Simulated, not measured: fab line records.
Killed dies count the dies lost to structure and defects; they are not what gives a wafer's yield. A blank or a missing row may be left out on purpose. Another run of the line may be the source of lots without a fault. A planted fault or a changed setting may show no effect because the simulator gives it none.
fab line records | flow nandHarc
record lots=13 | wafers=39 | lastDay=33
route steps=1302 shown A_STAIRCASE@704
lots untouched by any fault: they come from a run of this same line in which no faults occurred
startH: hours from the record's opening day to when the first of the lot's shown wafers began | waitH: hours from the lot's prior step to this one | " identical to the entry in the row above | L1.1+2: one row covering several wafers at once | - no value present, or no start provided | * or withheld: withheld | < > ~ a bound
route shown NAME@n: NAME is a module with steps in the file, n the number in the route of the first one | usual: mean and standard deviation over wafers with no fault | same: alike in all rows | chamber/n: place in a boat | sites: each site's reading | _std_site: standard deviation of those values | _edge_site: inner sites' mean taken away from outer sites' mean | radiusMm: how far each site lies from the wafer's centre | mask NAME#n: copy n | behind: tool/chamber where the wafer was last shaped | hold: why the lot went on hold/how many hours it stayed there/how the hold came to an end | device: names the non-switching transistor (n, p or np) | end of line: the route-end tests of the same wafers | a step without rows: its recipe alone | killed: at the first sort, the dies lost to defects and structure; wafer yield is something else | map: dies across one wafer; x = killed, . = not, _ = none there
set.NAME: the run value of the setting; set.NAME@STEP: its run value at that earlier step | model.NAME: the simulator's own value behind a step, which no gauge read
a sample of lots followed through the steps of the route, with each step as a table and each wafer as a row
services: a tool's chamber out of use, with start hour (startH, from the record's first day; less than 0 if before it), hours out, and reason
## steps
# step NHARC_A_STAIRCASE_ETCH_190
# recipe targetDepthA=1000 | timeS=40.5 | ionEnergyEv=400 | c4f8FlowSccm=20 | o2FlowSccm=10 | arFlowSccm=withheld | rfW=600 | biasW=1000 | chemistry=C4F8/O2
# usual oesProductAu=0.950/0.013 | rfVppV=899/5.4
lot.wafer | tool       | chamber | startH | waitH | oesProductAu | rfHoursCounterH | rfVppV
L505.3    | rieDiel-02 | 0       | -      | -     | 0.936        | 50              | 893
L505.4    | "          | 3       | "      | "     | 0.962        | 42              | 904
L505.5    | "          | 0       | "      | "     | 0.949        | -               | 893
L506.3    | rieDiel-01 | 3       | -      | -     | 0.955        | 47              | 903
L506.4    | "          | 0       | "      | "     | 0.945        | 51              | 897
L506.6    | "          | 3       | "      | "     | 0.954        | -               | 903
L507.2    | rieDiel-02 | 0       | -      | -     | 0.928        | 54              | 893
L507.1    | "          | 3       | "      | "     | 0.949        | 49              | 904
L507.5    | "          | 0       | "      | "     | 0.934        | -               | 893
L508.2    | rieDiel-10 | 0       | -      | -     | 0.944        | 47              | 904
L508.3    | "          | 1       | "      | "     | 0.945        | 55              | 897
L508.4    | "          | 2       | "      | "     | 0.941        | 40              | 886
L510.3    | rieDiel-10 | 3       | -      | -     | 0.954        | 54              | 898
L510.1    | "          | 0       | "      | "     | 0.973        | 53              | 903
L510.4    | "          | 1       | "      | "     | 0.974        | 64              | 897
L512.2    | rieDiel-02 | 3       | -      | -     | 0.936        | 12              | 905
L512.3    | "          | 0       | "      | "     | 0.953        | 8               | 893
L512.6    | "          | 1       | "      | "     | 0.966        | -               | 896
L514.4    | rieDiel-10 | 1       | -      | -     | 0.956        | 2               | 895
L514.3    | "          | 2       | "      | "     | 0.958        | 2               | 907
L514.6    | "          | 0       | "      | "     | 0.939        | -               | 904
L513.3    | rieDiel-10 | 1       | -      | -     | 0.979        | 4               | 896
L513.2    | "          | 2       | "      | "     | 0.977        | 3               | 906
L513.5    | "          | 1       | "      | "     | 0.962        | -               | 897
L521.3    | rieDiel-10 | 2       | -      | -     | 0.953        | 25              | 905
L521.1    | "          | 3       | "      | "     | 0.945        | 29              | 899
L521.5    | "          | 2       | "      | "     | 0.966        | -               | 906
L523.2    | rieDiel-10 | 3       | -      | -     | 0.945        | 35              | 899
L523.5    | "          | 2       | "      | "     | 0.970        | -               | 906
L523.6    | "          | 3       | "      | "     | 0.939        | -               | 898
L526.4    | rieDiel-10 | 0       | -      | -     | 0.967        | 43              | 905
L526.1    | "          | 1       | "      | "     | 0.964        | 36              | 896
L526.2    | "          | 2       | "      | "     | 0.963        | 39              | 906
L525.2    | rieDiel-10 | 0       | -      | -     | 0.947        | 43              | 902
L525.5    | "          | 3       | "      | "     | 0.933        | -               | 900
L525.6    | "          | 0       | "      | "     | 0.950        | -               | 904
L527.4    | rieDiel-01 | 0       | -      | -     | 0.940        | 5               | 894
L527.2    | "          | 1       | "      | "     | 0.950        | 5               | 892
L527.6    | "          | 0       | "      | "     | 0.949        | -               | 893
# step NHARC_A_STAIRCASE_ETCH_192
# recipe targetDepthA=1000 | timeS=40.5 | ionEnergyEv=400 | c4f8FlowSccm=20 | o2FlowSccm=10 | arFlowSccm=withheld | rfW=600 | biasW=1000 | chemistry=C4F8/O2
# usual oesProductAu=0.950/0.013 | rfVppV=898/5.4
lot.wafer | tool       | chamber | startH | waitH | oesProductAu | rfHoursCounterH | rfVppV
L505.4    | rieDiel-02 | 1       | -      | -     | 0.946        | 45              | 896
L505.3    | "          | 2       | "      | "     | 0.956        | 37              | 890
L505.5    | "          | 3       | "      | "     | 0.941        | -               | 905
L506.3    | rieDiel-01 | 3       | -      | -     | 0.948        | 47              | 905
L506.4    | "          | 0       | "      | "     | 0.947        | 51              | 896
L506.6    | "          | 2       | "      | "     | 0.933        | -               | 906
L507.2    | rieDiel-02 | 1       | -      | -     | 0.930        | 49              | 897
L507.1    | "          | 3       | "      | "     | 0.933        | 49              | 904
L507.5    | "          | 1       | "      | "     | 0.936        | -               | 897
L508.3    | rieDiel-10 | 3       | -      | -     | 0.944        | 46              | 898
L508.4    | "          | 0       | "      | "     | 0.938        | 47              | 904
L508.2    | "          | 2       | "      | "     | 0.944        | 41              | 888
L510.3    | rieDiel-10 | 1       | -      | -     | 0.960        | 64              | 896
L510.4    | "          | 2       | "      | "     | 0.943        | 49              | 886
L510.1    | "          | 0       | "      | "     | 0.952        | 54              | 906
L512.2    | rieDiel-02 | 0       | -      | -     | 0.946        | 9               | 892
L512.3    | "          | 1       | "      | "     | 0.952        | 8               | 897
L512.6    | "          | 1       | "      | "     | 0.965        | -               | 896
L514.3    | rieDiel-10 | 1       | -      | -     | 0.964        | 2               | 896
L514.4    | "          | 2       | "      | "     | 0.955        | 2               | 906
L514.6    | "          | 2       | "      | "     | 0.971        | -               | 906
L513.3    | rieDiel-10 | 0       | -      | -     | 0.935        | 5               | 904
L513.2    | "          | 1       | "      | "     | 0.958        | 4               | 895
L513.5    | "          | 3       | "      | "     | 0.934        | -               | 900
L521.1    | rieDiel-10 | 0       | -      | -     | 0.963        | 32              | 904
L521.3    | "          | 3       | "      | "     | 0.933        | 29              | 900
L521.5    | "          | 1       | "      | "     | 0.975        | -               | 897
L523.2    | rieDiel-10 | 3       | -      | -     | 0.940        | 35              | 899
L523.5    | "          | 3       | "      | "     | 0.936        | -               | 900
L523.6    | "          | 0       | "      | "     | 0.948        | -               | 904
L526.4    | rieDiel-10 | 3       | -      | -     | 0.926        | 43              | 898
L526.1    | "          | 0       | "      | "     | 0.955        | 43              | 903
L526.2    | "          | 1       | "      | "     | 0.975        | 36              | 897
L525.2    | rieDiel-10 | 1       | -      | -     | 0.949        | 36              | 895
L525.6    | "          | 0       | "      | "     | 0.944        | -               | 903
L525.5    | "          | 1       | "      | "     | 0.950        | -               | 896
L527.2    | rieDiel-01 | 1       | -      | -     | 0.946        | 5               | 893
L527.4    | "          | 3       | "      | "     | 0.957        | 7               | 905
L527.6    | "          | 0       | "      | "     | 0.944        | -               | 894
# step NHARC_A_STAIRCASE_ETCH_194
# recipe targetDepthA=1000 | timeS=40.5 | ionEnergyEv=400 | c4f8FlowSccm=20 | o2FlowSccm=10 | arFlowSccm=withheld | rfW=600 | biasW=1000 | chemistry=C4F8/O2
# usual oesProductAu=0.949/0.014 | rfVppV=899/5.6
lot.wafer | tool       | chamber | startH | waitH | oesProductAu | rfHoursCounterH | rfVppV
L505.3    | rieDiel-02 | 2       | -      | -     | 0.955        | 37              | 889
L505.4    | "          | 0       | "      | "     | 0.945        | 50              | 893
L505.5    | "          | 2       | "      | "     | 0.948        | -               | 889
L506.3    | rieDiel-01 | 3       | -      | -     | 0.955        | 47              | 903
L506.4    | "          | 2       | "      | "     | 0.932        | 55              | 903
L506.6    | "          | 3       | "      | "     | 0.946        | -               | 905
L507.2    | rieDiel-02 | 0       | -      | -     | 0.925        | 56              | 892
L507.1    | "          | 1       | "      | "     | 0.930        | 50              | 896
L507.5    | "          | 0       | "      | "     | 0.935        | -               | 893
L508.4    | rieDiel-10 | 1       | -      | -     | 0.950        | 56              | 896
L508.2    | "          | 2       | "      | "     | 0.934        | 41              | 888
L508.3    | "          | 3       | "      | "     | 0.930        | 47              | 899
L510.4    | rieDiel-10 | 2       | -      | -     | 0.953        | 49              | 887
L510.3    | "          | 3       | "      | "     | 0.928        | 55              | 899
L510.1    | "          | 0       | "      | "     | 0.946        | 54              | 905
L512.2    | rieDiel-02 | 0       | -      | -     | 0.949        | 9               | 892
L512.3    | "          | 2       | "      | "     | 0.953        | 12              | 889
L512.6    | "          | 3       | "      | "     | 0.942        | -               | 904
L514.3    | rieDiel-10 | 0       | -      | -     | 0.923        | 3               | 905
L514.4    | "          | 1       | "      | "     | 0.949        | 2               | 898
L514.6    | "          | 3       | "      | "     | 0.924        | -               | 899
L513.2    | rieDiel-10 | 3       | -      | -     | 0.952        | 3               | 900
L513.3    | "          | 0       | "      | "     | 0.929        | 5               | 905
L513.5    | "          | 2       | "      | "     | 0.972        | -               | 906
L521.3    | rieDiel-10 | 2       | -      | -     | 0.951        | 25              | 905
L521.1    | "          | 3       | "      | "     | 0.946        | 29              | 900
L521.5    | "          | 3       | "      | "     | 0.937        | -               | 900
L523.2    | rieDiel-10 | 0       | -      | -     | 0.967        | 36              | 904
L523.5    | "          | 1       | "      | "     | 0.967        | -               | 897
L523.6    | "          | 2       | "      | "     | 0.968        | -               | 906
L526.1    | rieDiel-10 | 0       | -      | -     | 0.937        | 43              | 906
L526.4    | "          | 2       | "      | "     | 0.942        | 40              | 905
L526.2    | "          | 3       | "      | "     | 0.927        | 43              | 899
L525.2    | rieDiel-10 | 1       | -      | -     | 0.970        | 37              | 896
L525.6    | "          | 3       | "      | "     | 0.935        | -               | 899
L525.5    | "          | 0       | "      | "     | 0.954        | -               | 904
L527.4    | rieDiel-01 | 2       | -      | -     | 0.938        | 7               | 903
L527.2    | "          | 0       | "      | "     | 0.936        | 5               | 894
L527.6    | "          | 2       | "      | "     | 0.937        | -               | 903
# step NHARC_A_STAIRCASE_EXPOSE_214
# recipe na=0.5 | doseMj=31.26 | maskId=STAIR_3
# usual exposureDoseMJCm2=31.260/0.029
lot.wafer | tool          | chamber | startH | waitH | mask      | exposureDoseMJCm2
L505.3    | krfScanner-01 | 0       | 367.68 | -     | STAIR_3#0 | 31.277
L505.4    | "             | 0       | "      | "     | STAIR_3#0 | 31.265
L505.5    | "             | 0       | "      | "     | STAIR_3#0 | 31.291
L506.3    | krfScanner-01 | 0       | 371.61 | -     | STAIR_3#0 | 31.258
L506.4    | "             | 0       | "      | "     | STAIR_3#0 | 31.279
L506.6    | "             | 0       | "      | "     | STAIR_3#0 | 31.300
L507.1    | krfScanner-03 | 0       | 388.47 | -     | STAIR_3#0 | 31.234
L507.2    | "             | 0       | "      | "     | STAIR_3#0 | 31.285
L507.5    | "             | 0       | "      | "     | STAIR_3#0 | 31.291
L508.2    | krfScanner-04 | 0       | 399.06 | -     | STAIR_3#0 | 31.274
L508.3    | "             | 0       | "      | "     | STAIR_3#0 | 31.278
L508.4    | "             | 0       | "      | "     | STAIR_3#0 | 31.254
L510.1    | krfScanner-01 | 0       | 418.80 | -     | STAIR_3#0 | 31.241
L510.3    | "             | 0       | "      | "     | STAIR_3#0 | 31.207
L510.4    | "             | 0       | "      | "     | STAIR_3#0 | 31.239
L512.2    | krfScanner-04 | 0       | 432.88 | -     | STAIR_3#0 | 31.271
L512.3    | "             | 0       | "      | "     | STAIR_3#0 | 31.313
L512.6    | "             | 0       | "      | "     | STAIR_3#0 | 31.280
L514.3    | krfScanner-04 | 0       | 446.54 | -     | STAIR_3#0 | 31.312
L514.4    | "             | 0       | "      | "     | STAIR_3#0 | 31.256
L514.6    | "             | 0       | "      | "     | STAIR_3#0 | 31.284
L513.2    | krfScanner-01 | 0       | 450.90 | -     | STAIR_3#0 | 31.285
L513.3    | "             | 0       | "      | "     | STAIR_3#0 | 31.222
L513.5    | "             | 0       | "      | "     | STAIR_3#0 | 31.238
L521.1    | krfScanner-01 | 0       | 529.82 | -     | STAIR_3#0 | 37.393
L521.3    | "             | 0       | "      | "     | STAIR_3#0 | 37.344
L521.5    | "             | 0       | "      | "     | STAIR_3#0 | 37.357
L523.2    | krfScanner-01 | 0       | 544.34 | -     | STAIR_3#0 | 37.366
L523.5    | "             | 0       | "      | "     | STAIR_3#0 | 37.340
L523.6    | "             | 0       | "      | "     | STAIR_3#0 | 37.374
L526.1    | krfScanner-03 | 0       | 572.84 | -     | STAIR_3#0 | 31.271
L526.2    | "             | 0       | "      | "     | STAIR_3#0 | 31.246
L526.4    | "             | 0       | "      | "     | STAIR_3#0 | 31.258
L525.2    | krfScanner-04 | 0       | 573.27 | -     | STAIR_3#0 | 31.269
L525.5    | "             | 0       | "      | "     | STAIR_3#0 | 31.321
L525.6    | "             | 0       | "      | "     | STAIR_3#0 | 31.256
L527.2    | krfScanner-04 | 0       | 583.86 | -     | STAIR_3#0 | 31.245
L527.4    | "             | 0       | "      | "     | STAIR_3#0 | 31.259
L527.6    | "             | 0       | "      | "     | STAIR_3#0 | 31.266
## services
tool          | chamber | startH | hours | kind
rieDiel-01    | 1       | 349.19 | 1.7   | repair
rieDiel-10    | -       | 351.67 | 2.7   | repair
krfScanner-04 | -       | 353.78 | 0.4   | repair
rieDiel-10    | 0       | 368.82 | 15.9  | repair
rieDiel-01    | -       | 380.96 | 9.0   | pm
rieDiel-02    | -       | 393.71 | 9.0   | pm
krfScanner-03 | -       | 396.00 | 4.0   | pm
rieDiel-10    | 0       | 405.13 | 4.4   | repair
rieDiel-10    | -       | 422.96 | 9.0   | pm
rieDiel-01    | 0       | 429.08 | 2.5   | repair
rieDiel-10    | 1       | 463.91 | 12.3  | repair
krfScanner-03 | -       | 477.27 | 2.3   | repair
krfScanner-01 | -       | 484.00 | 4.0   | pm
krfScanner-01 | -       | 493.99 | 2.7   | repair
rieDiel-10    | 0       | 498.78 | 5.2   | repair
rieDiel-02    | 0       | 511.33 | 1.3   | repair
krfScanner-01 | -       | 517.39 | 1.0   | repair
krfScanner-03 | -       | 522.68 | 1.2   | repair
krfScanner-04 | -       | 526.18 | 4.0   | pm
rieDiel-10    | 0       | 539.17 | 2.1   | repair
rieDiel-02    | 1       | 551.20 | 4.7   | repair
rieDiel-01    | -       | 557.96 | 9.0   | pm
krfScanner-03 | -       | 568.00 | 4.0   | pm
rieDiel-02    | -       | 570.74 | 9.0   | pm
## key
firstSign step=NHARC_A_STAIRCASE_EXPOSE_214 | reading=exposureDoseMJCm2 | direction=up | sigmas=99+ | usual=31.260 | struck=37.362
effect none on later readings
metAt NHARC_A_STAIRCASE_EXPOSE_214
struckLots L521,L523
testerLeftOut L521,L523
notActingAt NHARC_A_STAIRCASE_ETCH_190,NHARC_A_STAIRCASE_ETCH_192,NHARC_A_STAIRCASE_ETCH_194
onsetBetween 450.90 529.82
fault kind=processParameterDrift | tool=krfScanner-01 | chamber=- | onsetH=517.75 | steps=NHARC_A_STAIRCASE_EXPOSE_214 | channel=doseMj | offset=6.0964 | shape=step | actsIn=theseRecipesOnly | stated=31.26
# testerLeftOut: of these lots the tester's yield and bins aren't shown, on N5 and GAA mostly nor the transistor test; their killed dies are dies lost to structure and defects alone, not to doping, threshold or leakage, so they don't give the yield
